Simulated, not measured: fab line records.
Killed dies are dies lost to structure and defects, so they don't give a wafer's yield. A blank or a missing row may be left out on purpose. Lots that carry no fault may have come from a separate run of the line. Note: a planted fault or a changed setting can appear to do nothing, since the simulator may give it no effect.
fab line records | flow nandHarc
record lots=24 wafers=72 lastDay=33
route steps=1302 shown A_M0@1163 A_M1@1190 A_BONDPAD@1219 HYBRID_BOND@1242
lots that met no fault: taken from a fault-free run of the same line
startH: start of the lot's first displayed wafer, in hours after the record's first day | waitH: time in hours since the lot's previous step | " same as the row above | L1.1+2: a row that stands for several wafers | - no value, or no start given | * or withheld: withheld | < > ~ a bound
route shown NAME@n: a module of which the file shows steps, and the number in the route of the first | usual: mean and standard deviation over wafers with no fault | same: alike in all rows | chamber/n: place in a boat | sites: per-site readings | _std_site: how widely they spread, as a standard deviation | _edge_site: mean of outer sites minus mean of inner sites | radiusMm: how far each site lies from the wafer's centre | mask NAME#n: copy n | behind: tool/chamber where the wafer was last shaped | hold: the reason the lot was held/the length of the hold in hours/how it ended | device: which transistor (n, p or np) failed to switch | end of line: tests of these same wafers at the route's end | a step without rows: its recipe alone | killed: count of dies lost to structure and defects at first sort (not the wafer's yield) | map: dies across one wafer; x = killed, . = not, _ = none there
set.NAME: the setting the step ran with; set.NAME@STEP: the setting that earlier step ran with | model.NAME: the simulator's own value behind a step, which no gauge read
steps of the route over a sample of lots; a table a step, a row a wafer
services: when a tool's chamber went out of use (startH, in hours from the record's first day, below 0 if earlier), for how many hours, and the reason
## steps
# step NHARC_A_M0_THK_MEAS_24
# recipe thkMeasGauge=xrf
# usual thkNm=114.0/1.5
# columns lot.wafer tool chamber startH waitH thkNm
L075.1 filmMetro-01 - 532.69 - 113.5
L075.4 " - " " 115.1
L075.5 " - " " 113.8
L074.2 filmMetro-01 - 533.93 - 115.1
L074.5 " - " " 114.8
L074.6 " - " " 113.1
L076.1 filmMetro-01 - 549.32 - 111.9
L076.3 " - " " 113.6
L076.5 " - " " 113.9
L078.4 filmMetro-01 - 549.94 - 113.9
L078.5 " - " " 111.8
L078.6 " - " " 112.2
L077.1 filmMetro-01 - 565.52 - 113.6
L077.3 " - " " 115.8
L077.6 " - " " 116.7
L079.1 filmMetro-01 - 584.37 - 113.2
L079.3 " - " " 116.5
L079.5 " - " " 115.1
L081.2 filmMetro-02 - 606.89 - 112.5
L081.3 " - " " 114.0
L081.5 " - " " 112.6
L080.3 filmMetro-01 - 610.10 - 115.5
L080.4 " - " " 117.1
L080.5 " - " " 113.2
L083.2 filmMetro-02 - 610.80 - 114.1
L083.3 " - " " 115.2
L083.5 " - " " 112.2
L082.2 filmMetro-02 - 618.06 - 115.0
L082.5 " - " " 112.6
L082.6 " - " " 113.1
L084.4 filmMetro-02 - 633.77 - 116.1
L084.5 " - " " 116.8
L084.6 " - " " 114.9
L085.2 filmMetro-01 - 638.80 - 115.3
L085.3 " - " " 116.2
L085.5 " - " " 114.8
L086.1 filmMetro-01 - 643.99 - 115.5
L086.2 " - " " 114.2
L086.6 " - " " 115.9
L087.1 filmMetro-01 - 654.43 - 114.0
L087.2 " - " " 113.6
L087.3 " - " " 113.3
L089.2 filmMetro-02 - 667.98 - 116.6
L089.4 " - " " 112.4
L089.5 " - " " 114.4
L091.1 filmMetro-02 - 669.04 - 112.4
L091.3 " - " " 113.0
L091.5 " - " " 110.5
L090.1 filmMetro-01 - 674.14 - 113.0
L090.5 " - " " 112.8
L090.6 " - " " 113.4
L088.1 filmMetro-01 - 678.24 - 116.4
L088.2 " - " " 112.4
L088.3 " - " " 112.6
L092.1 filmMetro-01 - 696.54 - 113.4
L092.2 " - " " 114.7
L092.5 " - " " 113.7
L093.1 filmMetro-02 - 703.59 - 113.9
L093.3 " - " " 113.4
L093.4 " - " " 113.9
L095.3 filmMetro-01 - 720.05 - 116.6
L095.4 " - " " 115.4
L095.5 " - " " 113.8
L094.2 filmMetro-02 - 720.63 - 111.0
L094.4 " - " " 112.7
L094.6 " - " " 113.7
L096.1 filmMetro-01 - 732.30 - 112.3
L096.4 " - " " 111.8
L096.5 " - " " 114.3
L097.1 filmMetro-02 - 749.71 - 114.4
L097.2 " - " " 115.6
L097.3 " - " " 112.6
# step NHARC_A_M1_PRE_CLEAN_30
# recipe timeS=30 tempC=280 gas=H2/He
# usual heaterPowerW=404/42
# columns lot.wafer tool chamber startH waitH heaterPowerW
L075.1 pvdSputter-02 - - - 389
L075.4 " - " " 327
L075.5 " - " " 414
L074.2 pvdSputter-03 - - - 459
L074.5 " - " " 468
L074.6 " - " " 466
L076.1 pvdSputter-01 - - - 368
L076.3 " - " " 388
L076.5 " - " " 363
L078.4 pvdSputter-03 - - - 468
L078.5 " - " " 461
L078.6 " - " " 390
L077.1 pvdSputter-01 - - - 449
L077.3 " - " " 369
L077.6 " - " " 418
L079.3 pvdSputter-02 - - - 390
L079.1 " - " " 321
L079.5 " - " " 389
L081.3 pvdSputter-03 - - - 387
L081.2 " - " " 476
L081.5 " - " " 394
L080.4 pvdSputter-02 - - - 421
L080.3 " - " " 389
L080.5 " - " " 407
L083.2 pvdSputter-01 - - - 389
L083.3 " - " " 415
L083.5 " - " " 366
L082.2 pvdSputter-02 - - - 387
L082.5 " - " " 411
L082.6 " - " " 377
L084.4 pvdSputter-03 - - - 464
L084.6 " - " " 391
L084.5 " - " " 476
L085.2 pvdSputter-03 - - - 457
L085.3 " - " " 392
L085.5 " - " " 464
L086.1 pvdSputter-03 - - - 392
L086.2 " - " " 479
L086.6 " - " " 470
L087.2 pvdSputter-02 - - - 409
L087.1 " - " " 373
L087.3 " - " " 327
L089.4 pvdSputter-01 - - - 399
L089.2 " - " " 417
L089.5 " - " " 388
L091.3 pvdSputter-02 - - - 390
L091.1 " - " " 332
L091.5 " - " " 389
L090.1 pvdSputter-02 - - - 406
L090.6 " - " " 339
L090.5 " - " " 394
L088.3 pvdSputter-03 - - - 468
L088.2 " - " " 463
L088.1 " - " " 462
L092.2 pvdSputter-02 - - - 405
L092.1 " - " " 376
L092.5 " - " " 413
L093.3 pvdSputter-02 - - - 403
L093.1 " - " " 375
L093.4 " - " " 386
L095.3 pvdSputter-01 - - - 421
L095.4 " - " " 364
L095.5 " - " " 430
L094.2 pvdSputter-01 - - - 365
L094.4 " - " " 438
L094.6 " - " " 382
L096.4 pvdSputter-02 - - - 372
L096.1 " - " " 387
L096.5 " - " " 401
L097.2 pvdSputter-02 - - - 375
L097.1 " - " " 386
L097.3 " - " " 333
# step NHARC_A_M1_PVD_20
# recipe targetThkA=50 biasV=168.6 powerW=15000 chamberPressurePa=0.12 timeS=8.06 substrateTempC=50 material=TaN
# usual throttleValvePct=29.9/1.3
# columns lot.wafer tool chamber startH waitH throttleValvePct
L075.4 pvdSputter-02 - - - 30.5
L075.1 " - " " 30.4
L075.5 " - " " 30.5
L074.2 pvdSputter-03 - - - 30.5
L074.6 " - " " 30.7
L074.5 " - " " 30.0
L076.1 pvdSputter-01 - - - 30.4
L076.3 " - " " 30.4
L076.5 " - " " 30.8
L078.4 pvdSputter-03 - - - 27.9
L078.6 " - " " 31.0
L078.5 " - " " 30.5
L077.3 pvdSputter-01 - - - 30.2
L077.1 " - " " 30.5
L077.6 " - " " 30.9
L079.1 pvdSputter-02 - - - 30.4
L079.3 " - " " 31.2
L079.5 " - " " 27.7
L081.2 pvdSputter-03 - - - 30.5
L081.3 " - " " 27.9
L081.5 " - " " 30.7
L080.3 pvdSputter-02 - - - 30.3
L080.4 " - " " 31.1
L080.5 " - " " 30.5
L083.3 pvdSputter-01 - - - 29.9
L083.2 " - " " 29.5
L083.5 " - " " 30.6
L082.2 pvdSputter-02 - - - 31.0
L082.6 " - " " 30.2
L082.5 " - " " 27.9
L084.4 pvdSputter-03 - - - 30.5
L084.6 " - " " 30.7
L084.5 " - " " 27.6
L085.3 pvdSputter-03 - - - 30.7
L085.2 " - " " 30.3
L085.5 " - " " 31.2
L086.2 pvdSputter-03 - - - 30.1
L086.1 " - " " 31.2
L086.6 " - " " 30.1
L087.2 pvdSputter-02 - - - 30.5
L087.1 " - " " 27.1
L087.3 " - " " 29.4
L089.4 pvdSputter-01 - - - 29.2
L089.2 " - " " 30.8
L089.5 " - " " 30.8
L091.3 pvdSputter-02 - - - 31.4
L091.1 " - " " 27.5
L091.5 " - " " 31.6
L090.1 pvdSputter-02 - - - 30.4
L090.5 " - " " 30.6
L090.6 " - " " 27.4
L088.1 pvdSputter-03 - - - 30.4
L088.2 " - " " 30.3
L088.3 " - " " 31.4
L092.1 pvdSputter-02 - - - 30.4
L092.2 " - " " 27.4
L092.5 " - " " 27.3
L093.3 pvdSputter-02 - - - 29.6
L093.1 " - " " 27.2
L093.4 " - " " 31.6
L095.4 pvdSputter-01 - - - 30.8
L095.3 " - " " 29.2
L095.5 " - " " 29.4
L094.4 pvdSputter-01 - - - 30.8
L094.2 " - " " 30.3
L094.6 " - " " 31.0
L096.4 pvdSputter-02 - - - 31.6
L096.1 " - " " 29.2
L096.5 " - " " 29.5
L097.2 pvdSputter-02 - - - 31.6
L097.3 " - " " 29.2
L097.1 " - " " 30.3
# step NHARC_A_BONDPAD_ETCH_34
# recipe targetDepthA=600 overetchA=180 timeS=65.91 ionEnergyEv=200 n2FlowSccm=150 h2FlowSccm=150 arFlowSccm=0 rfW=400 biasW=150 chemistry=N2/H2
# usual drypumpMotorCurrentA=5.6/0.34 oesProductAu=1.000/0.0083 rfVppV=429.6/2.7 showerheadPlenumPTorr=2.01/0.093 throttleValvePct=14.171/0.0089
# columns lot.wafer tool chamber startH waitH drypumpMotorCurrentA oesProductAu rfHoursCounterH rfVppV showerheadPlenumPTorr throttleValvePct
L075.4 rieDiel-01 1 539.53 0.1 5.3 0.977 55 428.5 1.98 14.187
L075.1 " 0 " " 5.9 1.009 47 427.0 1.91 14.158
L075.5 " 1 " " 5.2 0.981 - 431.3 1.98 14.167
L074.2 rieDiel-11 1 540.50 0.1 6.0 0.990 12 425.5 1.90 14.172
L074.6 " 0 " " 5.4 1.006 - 433.4 2.16 14.166
L074.5 " 1 " " 6.0 1.000 - 426.3 1.90 14.175
L076.3 rieDiel-04 1 555.76 0.1 5.8 1.009 0 426.6 1.93 14.162
L076.1 " 2 " " 5.2 1.011 0 430.2 2.09 14.161
L076.5 " 0 " " 5.7 0.999 - 430.9 2.07 14.172
L078.4 rieDiel-04 3 556.48 0.1 6.1 1.000 0 427.5 1.91 14.177
L078.5 " 0 " " 5.7 0.999 - 430.6 2.07 14.166
L078.6 " 1 " " 5.7 1.003 - 427.4 1.93 14.179
L077.3 rieDiel-04 1 572.09 0.1 5.7 1.005 1 428.3 1.93 14.169
L077.1 " 3 " " 6.1 1.002 1 427.3 1.91 14.173
L077.6 " 2 " " 5.2 1.007 - 431.1 2.09 14.175
L079.1 rieDiel-11 2 591.17 0.1 5.8 0.988 22 427.0 1.92 14.166
L079.3 " 3 " " 5.1 0.999 22 433.9 2.12 14.162
L079.5 " 2 " " 5.8 0.985 - 426.4 1.92 14.187
L081.3 rieDiel-04 3 613.36 0.1 6.1 0.999 1 426.7 1.91 14.174
L081.2 " 0 " " 5.7 1.012 1 430.4 2.07 14.167
L081.5 " 1 " " 5.7 1.001 - 426.9 1.93 14.167
L080.4 rieDiel-04 2 616.61 0.1 5.2 1.011 1 430.9 2.09 14.154
L080.3 " 0 " " 5.7 1.003 1 430.8 2.07 14.177
L080.5 " 1 " " 5.7 1.006 - 428.0 1.93 14.177
L083.3 rieDiel-04 2 617.41 0.1 5.2 1.011 1 430.1 2.09 14.180
L083.2 " 3 " " 6.1 0.989 1 429.0 1.91 14.176
L083.5 " 0 " " 5.7 0.996 - 431.1 2.07 14.163
L082.2 rieDiel-11 3 624.61 0.1 5.1 1.001 0 432.5 2.12 14.170
L082.6 " 3 " " 5.1 0.994 - 433.9 2.12 14.163
L082.5 " 0 " " 5.4 0.998 - 432.7 2.16 14.172
L084.4 rieDiel-04 3 640.35 0.1 6.0 0.988 2 427.8 1.91 14.165
L084.6 " 3 " " 6.1 0.990 - 426.0 1.91 14.168
L084.5 " 0 " " 5.7 0.995 - 431.5 2.07 14.156
L085.3 rieDiel-04 1 645.18 0.1 5.7 0.989 2 425.1 1.93 14.165
L085.2 " 3 " " 6.1 0.991 2 426.4 1.91 14.168
L085.5 " 1 " " 5.7 1.002 - 427.1 1.93 14.171
L086.1 rieDiel-04 2 650.56 0.1 5.2 1.011 2 432.3 2.09 14.158
L086.2 " 0 " " 5.7 0.994 3 431.3 2.07 14.175
L086.6 " 3 " " 6.1 0.982 - 426.8 1.91 14.167
L087.1 rieDiel-04 2 661.21 0.1 5.2 1.005 3 431.5 2.09 14.169
L087.3 " 3 " " 6.1 0.988 3 426.8 1.91 14.169
L087.2 " 0 " " 5.7 0.997 3 432.2 2.07 14.160
L089.2 rieDiel-04 0 674.36 0.1 5.7 0.996 3 432.7 2.06 14.177
L089.4 " 2 " " 5.2 1.011 3 433.4 2.09 14.172
L089.5 " 3 " " 6.1 0.995 - 425.9 1.91 14.179
L091.3 rieDiel-11 0 675.57 0.1 5.4 0.998 9 432.7 2.15 14.166
L091.1 " 1 " " 6.1 1.012 10 427.4 1.89 14.173
L091.5 " 0 " " 5.4 0.992 - 432.5 2.15 14.151
L090.1 rieDiel-11 3 680.77 0.1 5.0 0.996 11 432.9 2.12 14.173
L090.5 " 2 " " 5.8 0.999 - 426.6 1.91 14.171
L090.6 " 3 " " 5.0 0.988 - 432.4 2.12 14.181
L088.2 rieDiel-04 3 684.66 0.1 6.1 0.990 4 427.3 1.91 14.164
L088.1 " 0 " " 5.7 0.998 4 432.2 2.06 14.160
L088.3 " 2 " " 5.2 1.011 4 432.2 2.09 14.172
L092.2 rieDiel-04 0 703.09 0.1 5.7 1.013 5 430.4 2.06 14.170
L092.1 " 2 " " 5.2 1.012 4 430.8 2.09 14.170
L092.5 " 0 " " 5.7 1.004 - 431.5 2.06 14.166
L093.3 rieDiel-01 1 710.31 0.2 5.2 1.002 47 429.3 1.96 14.178
L093.1 " 0 " " 6.0 1.009 48 426.9 1.89 14.163
L093.4 " 1 " " 5.3 0.993 - 428.8 1.96 14.156
L095.3 rieDiel-11 2 726.51 0.1 5.8 1.004 20 426.2 1.91 14.165
L095.4 " 3 " " 5.0 0.998 20 433.0 2.12 14.174
L095.5 " 0 " " 5.4 0.992 - 432.6 2.15 14.164
L094.2 rieDiel-11 0 727.29 0.1 5.4 0.996 17 432.9 2.15 14.163
L094.4 " 1 " " 6.1 0.999 17 425.2 1.89 14.159
L094.6 " 0 " " 5.4 0.998 - 434.5 2.15 14.156
L096.4 rieDiel-04 0 738.90 0.1 5.7 0.994 0 432.2 2.06 14.169
L096.1 " 1 " " 5.7 1.011 1 427.3 1.93 14.176
L096.5 " 2 " " 5.2 1.004 - 433.6 2.09 14.189
L097.1 rieDiel-04 1 756.41 0.1 5.8 1.003 1 426.1 1.93 14.166
L097.2 " 2 " " 5.2 0.998 2 432.0 2.09 14.161
L097.3 " 3 " " 6.1 0.996 2 426.7 1.91 14.174
# step NHARC_A_BONDPAD_ETCH_12
# recipe targetDepthA=2200 timeS=110 chf3FlowSccm=50 o2FlowSccm=10 arFlowSccm=200 rfW=500 biasW=200 chemistry=CHF3/O2
# usual drypumpMotorCurrentA=5.7/0.34 oesProductAu=0.947/0.024 rfVppV=369.7/2.3 showerheadPlenumPTorr=2.36/0.1 throttleValvePct=20.572/0.0088
# columns lot.wafer tool chamber startH waitH drypumpMotorCurrentA oesProductAu rfHoursCounterH rfVppV showerheadPlenumPTorr throttleValvePct
L075.4 rieDiel-01 3 - - 5.8 0.919 33 370.1 2.41 20.559
L075.1 " 1 " " 5.2 0.910 55 370.6 2.34 20.578
L075.5 " 2 " " 6.4 0.910 - 367.2 2.26 20.575
L074.2 rieDiel-11 0 - - 5.4 0.930 12 373.1 2.54 20.581
L074.5 " 3 " " 5.0 0.938 - 372.0 2.50 20.571
L074.6 " 0 " " 5.4 0.935 - 374.1 2.54 20.573
L076.1 rieDiel-04 0 - - 5.7 0.964 0 371.8 2.43 20.580
L076.3 " 3 " " 6.1 0.975 0 367.1 2.26 20.572
L076.5 " 0 " " 5.7 0.959 - 371.4 2.43 20.568
L078.4 rieDiel-04 2 - - 5.2 0.965 0 370.8 2.46 20.574
L078.6 " 0 " " 5.7 0.981 - 371.2 2.43 20.560
L078.5 " 1 " " 5.7 0.984 - 369.1 2.28 20.579
L077.1 rieDiel-04 3 - - 6.1 0.963 1 368.6 2.26 20.571
L077.3 " 0 " " 5.7 0.976 1 371.5 2.43 20.581
L077.6 " 3 " " 6.1 0.948 - 365.8 2.26 20.572
L079.1 rieDiel-11 1 - - 6.1 0.917 21 367.0 2.24 20.585
L079.3 " 0 " " 5.4 0.925 22 373.9 2.53 20.568
L079.5 " 1 " " 6.1 0.916 - 367.6 2.24 20.590
L081.2 rieDiel-04 1 - - 5.7 0.935 1 368.0 2.28 20.579
L081.3 " 0 " " 5.7 0.924 1 370.8 2.43 20.564
L081.5 " 1 " " 5.7 0.933 - 368.5 2.28 20.577
L080.4 rieDiel-04 3 - - 6.1 0.940 1 367.7 2.26 20.588
L080.3 " 0 " " 5.7 0.955 1 371.9 2.43 20.577
L080.5 " 3 " " 6.0 0.940 - 367.5 2.26 20.594
L083.3 rieDiel-04 1 - - 5.7 0.960 2 367.6 2.28 20.568
L083.2 " 2 " " 5.2 0.954 2 372.4 2.46 20.566
L083.5 " 1 " " 5.7 0.960 - 369.2 2.28 20.591
L082.2 rieDiel-11 1 - - 6.1 0.968 1 367.5 2.24 20.559
L082.6 " 1 " " 6.0 0.965 - 367.2 2.24 20.560
L082.5 " 2 " " 5.8 0.967 - 368.6 2.27 20.572
L084.4 rieDiel-04 1 - - 5.7 0.945 2 366.6 2.28 20.561
L084.5 " 2 " " 5.2 0.950 - 371.1 2.46 20.574
L084.6 " 3 " " 6.1 0.933 - 367.4 2.26 20.578
L085.2 rieDiel-04 2 - - 5.2 0.938 2 371.3 2.46 20.564
L085.3 " 0 " " 5.7 0.918 3 371.7 2.43 20.560
L085.5 " 1 " " 5.7 0.915 - 367.6 2.28 20.563
L086.1 rieDiel-04 2 - - 5.2 0.967 3 371.5 2.46 20.585
L086.2 " 1 " " 5.7 0.972 3 368.6 2.28 20.580
L086.6 " 2 " " 5.2 0.964 - 371.5 2.46 20.578
L087.3 rieDiel-04 2 - - 5.2 0.931 3 371.8 2.46 20.581
L087.1 " 0 " " 5.7 0.920 3 372.4 2.43 20.567
L087.2 " 1 " " 5.7 0.930 3 367.4 2.28 20.574
L089.4 rieDiel-04 1 - - 5.7 0.979 3 367.3 2.28 20.568
L089.2 " 3 " " 6.1 0.946 3 366.9 2.26 20.571
L089.5 " 0 " " 5.7 0.966 - 370.5 2.43 20.558
L091.1 rieDiel-11 3 - - 5.1 0.923 11 373.7 2.49 20.570
L091.3 " 0 " " 5.4 0.909 9 372.5 2.53 20.569
L091.5 " 0 " " 5.4 0.915 - 373.1 2.53 20.579
L090.1 rieDiel-11 3 - - 5.1 0.928 11 371.5 2.49 20.584
L090.5 " 1 " " 6.0 0.925 - 366.0 2.24 20.576
L090.6 " 2 " " 5.8 0.938 - 367.0 2.26 20.572
L088.1 rieDiel-04 3 - - 6.1 0.953 4 368.8 2.26 20.577
L088.3 " 0 " " 5.7 0.972 4 371.2 2.43 20.567
L088.2 " 1 " " 5.7 0.981 4 367.7 2.28 20.579
L092.2 rieDiel-04 2 - - 5.2 0.994 4 370.9 2.46 20.571
L092.1 " 3 " " 6.1 0.965 4 367.7 2.26 20.567
L092.5 " 1 " " 5.7 0.987 - 367.3 2.28 20.586
L093.3 rieDiel-01 3 - - 5.8 0.943 54 370.4 2.39 20.554
L093.1 " 0 " " 6.0 0.937 48 367.2 2.24 20.587
L093.4 " 1 " " 5.3 0.931 - 368.9 2.32 20.582
L095.3 rieDiel-11 2 - - 5.8 0.924 20 366.9 2.26 20.582
L095.4 " 3 " " 5.1 0.931 20 372.3 2.48 20.559
L095.5 " 0 " " 5.4 0.918 - 373.8 2.53 20.565
L094.2 rieDiel-11 0 - - 5.4 0.928 17 374.0 2.53 20.580
L094.4 " 1 " " 6.1 0.923 17 365.5 2.24 20.571
L094.6 " 0 " " 5.4 0.932 - 374.1 2.53 20.583
L096.4 rieDiel-04 3 - - 6.1 0.981 1 368.2 2.26 20.568
L096.1 " 0 " " 5.7 0.950 0 370.7 2.43 20.585
L096.5 " 2 " " 5.2 0.978 - 371.8 2.46 20.566
L097.1 rieDiel-04 3 - - 6.1 0.950 2 368.7 2.26 20.558
L097.3 " 1 " " 5.7 0.981 1 367.9 2.28 20.576
L097.2 " 2 " " 5.2 0.954 2 371.5 2.46 20.566
# step NHARC_HYBRID_BOND_OVL_MEAS_05
# usual overlayXNm=3/32 overlayYNm=1/31
# columns lot.wafer tool chamber startH waitH overlayXNm overlayYNm
L075.1 overlay-01 - 551.29 0.4 70 -50
L075.4 " - " " 6 3
L075.5 " - " " 48 7
L074.2 overlay-02 - 551.29 0.4 3 28
L074.5 " - " " 29 15
L074.6 " - " " -52 -58
L076.1 overlay-02 - 570.08 0.4 21 29
L076.3 " - " " -7 25
L076.5 " - " " -37 17
L078.4 overlay-01 - 570.09 0.4 -37 6
L078.5 " - " " 111 29
L078.6 " - " " -5 50
L077.1 overlay-01 - 584.00 0.4 51 66
L077.3 " - " " -16 51
L077.6 " - " " -15 9
L079.1 overlay-02 - 603.99 0.4 -62 -30
L079.3 " - " " 57 -22
L079.5 " - " " 3 -18
L081.2 overlay-02 - 625.59 0.4 41 -48
L081.3 " - " " -1 -6
L081.5 " - " " -14 -41
L080.3 overlay-01 - 625.59 0.4 21 -4
L080.4 " - " " 22 34
L080.5 " - " " -59 -41
L083.2 overlay-02 - 629.48 0.4 -36 -27
L083.3 " - " " -31 29
L083.5 " - " " 31 41
L082.2 overlay-01 - 636.61 0.4 47 -6
L082.5 " - " " -9 47
L082.6 " - " " -2 -57
L084.4 overlay-02 - 652.37 0.4 -69 2
L084.5 " - " " -11 36
L084.6 " - " " -3 48
L086.1 overlay-01 - 660.23 0.4 -11 -79
L086.2 " - " " -72 22
L086.6 " - " " -12 -15
L085.2 overlay-02 - 660.23 0.4 -30 14
L085.3 " - " " 13 -19
L085.5 " - " " -43 13
L087.1 overlay-01 - 674.90 0.4 4 -21
L087.2 " - " " 25 -15
L087.3 " - " " -3 84
L091.1 overlay-01 - 686.43 0.4 78 -1
L091.3 " - " " -2 -4
L091.5 " - " " -22 7
L089.2 overlay-02 - 686.43 0.4 -14 11
L089.4 " - " " 65 -33
L089.5 " - " " 27 -21
L090.1 overlay-01 - 692.71 0.4 -52 -50
L090.5 " - " " -26 58
L090.6 " - " " 0 -11
L088.1 overlay-02 - 697.04 0.4 41 4
L088.2 " - " " 13 50
L088.3 " - " " -49 -18
L092.1 overlay-01 - 715.21 0.4 -11 28
L092.2 " - " " 21 17
L092.5 " - " " -23 -71
L093.1 overlay-02 - 722.96 0.4 10 -15
L093.3 " - " " 79 12
L093.4 " - " " 20 -15
L094.2 overlay-01 - 738.47 0.4 13 -22
L094.4 " - " " 4 -45
L094.6 " - " " 33 4
L095.3 overlay-02 - 738.47 0.4 -7 -63
L095.4 " - " " 0 20
L095.5 " - " " 56 7
L096.1 overlay-02 - 754.20 0.4 11 6
L096.4 " - " " -16 -27
L096.5 " - " " -8 6
L097.1 overlay-02 - 769.05 0.4 57 -43
L097.2 " - " " 31 37
L097.3 " - " " 19 -36
## services
# columns tool chamber startH hours kind
rieDiel-04 0 518.28 7.7 repair
pvdSputter-03 - 526.00 10.0 pm
rieDiel-04 - 531.90 9.0 pm
pvdSputter-01 - 533.36 5.1 repair
rieDiel-11 - 547.39 0.5 repair
rieDiel-11 3 550.39 8.1 repair
pvdSputter-02 - 553.99 7.1 repair
rieDiel-01 - 558.24 9.0 pm
pvdSputter-01 - 582.00 10.0 pm
rieDiel-04 3 591.64 1.5 repair
rieDiel-11 - 609.69 9.0 pm
rieDiel-11 - 619.94 0.7 repair
pvdSputter-02 - 638.00 10.0 pm
rieDiel-01 3 688.07 2.9 repair
rieDiel-01 2 690.59 2.4 repair
pvdSputter-03 - 699.72 4.3 repair
rieDiel-11 - 708.43 0.9 repair
rieDiel-04 - 708.90 9.0 pm
rieDiel-01 - 716.62 0.8 repair
rieDiel-01 1 728.06 8.6 repair
rieDiel-04 0 728.50 5.2 repair
rieDiel-04 - 734.89 0.2 repair
rieDiel-01 - 735.24 9.0 pm
pvdSputter-03 - 740.34 2.3 repair
## key
fault none
